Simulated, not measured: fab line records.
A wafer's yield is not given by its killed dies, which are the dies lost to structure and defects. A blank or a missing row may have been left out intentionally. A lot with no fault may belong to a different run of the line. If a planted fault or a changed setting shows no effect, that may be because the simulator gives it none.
Matching of chambers + flow n5 finfet + N5_ILD0_CMP_12 on cmp-03: 4 sister chambers
The step polishes SiNx, stops on poly-Si, t overpolish 6 s, target thk 17.67 nm. 16 wafers are shown with their chamber, then 8 later ones without.

== WAFERS WITH THEIR CHAMBER ==
| wafer  | chamber | motor current A (A) | time to endpoint s (s) | overpolish run s (s) |
|--------|---------|---------------------|------------------------|----------------------|
| L080.1 | 2       | 9.1                 | 22                     | 5.999                |
| L080.2 | 3       | 8.4                 | 23                     | 6.005                |
| L080.4 | 0       | 7.7                 | 28                     | 6.001                |
| L084.2 | 3       | 8.4                 | 23                     | 5.995                |
| L084.4 | 0       | 8.0                 | 30                     | 5.998                |
| L084.5 | 3       | 8.4                 | 21                     | 5.997                |
| L086.1 | 0       | 8.0                 | 28                     | 6.004                |
| L086.4 | 3       | 8.5                 | 20                     | 6.015                |
| L086.5 | 3       | 8.5                 | 20                     | 6.005                |
| L087.1 | 1       | 12.6                | 24                     | 6.003                |
| L087.4 | 0       | 8.3                 | 33                     | 6.004                |
| L087.5 | 0       | 7.8                 | 30                     | 6.001                |
| L090.4 | 1       | 12.9                | 26                     | 6.000                |
| L090.5 | 0       | 8.5                 | 31                     | 5.984                |
| L090.6 | 1       | 12.8                | 26                     | 6.002                |
| L092.2 | 0       | 8.0                 | 33                     | 6.004                |

SIGNATURES, as means of the wafers listed above
| reading            | chamber 0 | chamber 1 | chamber 2 | chamber 3 | scatter within a chamber |
|--------------------|-----------|-----------|-----------|-----------|--------------------------|
| motor current A    | 8.043     | 12.767    | 9.100     | 8.440     | 0.207                    |
| time to endpoint s | 30.43     | 25.33     | 22.00     | 21.40     | 1.77                     |
| overpolish run s   | 5.99943   | 6.00167   | 5.99900   | 6.00340   | 0.00685                  |
Rule: distance of a wafer from a chamber = root of the sum over the readings of ((wafer's reading minus chamber's mean) / reading's scatter) squared. The wafer belongs to the nearest chamber; if the next one is less than 2 further off, it can't be placed. The scatter: the root of (the sum of the squares of (reading less its chamber's mean) over the shown wafers, divided by (wafers less chambers)).

== WAFERS WITH NO CHAMBER GIVEN ==
| wafer  | motor current A (A) | time to endpoint s (s) | overpolish run s (s) |
|--------|---------------------|------------------------|----------------------|
| L092.4 | 8.6                 | 23                     | 5.992                |
| L092.5 | 7.5                 | 31                     | 6.014                |
| L093.1 | 9.3                 | 28                     | 5.996                |
| L093.5 | 9.4                 | 30                     | 5.997                |
| L093.6 | 8.4                 | 29                     | 5.994                |
| L096.2 | 9.2                 | 27                     | 5.998                |
| L096.4 | 7.4                 | 31                     | 5.993                |
| L096.6 | 8.5                 | 22                     | 6.005                |

== WHICH CHAMBER EACH WENT THROUGH ==
| wafer  | from the rows above     | in truth                   |
|--------|-------------------------|----------------------------|
| L092.4 | can't be placed: 3 or 2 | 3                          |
| L092.5 | 0                       | 0                          |
| L093.1 | 2                       | 2                          |
| L093.5 | can't be placed: 2 or 0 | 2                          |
| L093.6 | 0                       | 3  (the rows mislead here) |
| L096.2 | 2                       | 2                          |
| L096.4 | 0                       | 0                          |
| L096.6 | 3                       | 3                          |
Correct placement for 5 of the 8. Cannot be placed on the basis of these rows: 2; the candidates contain the true chamber in 2. Placed wrongly: 1.
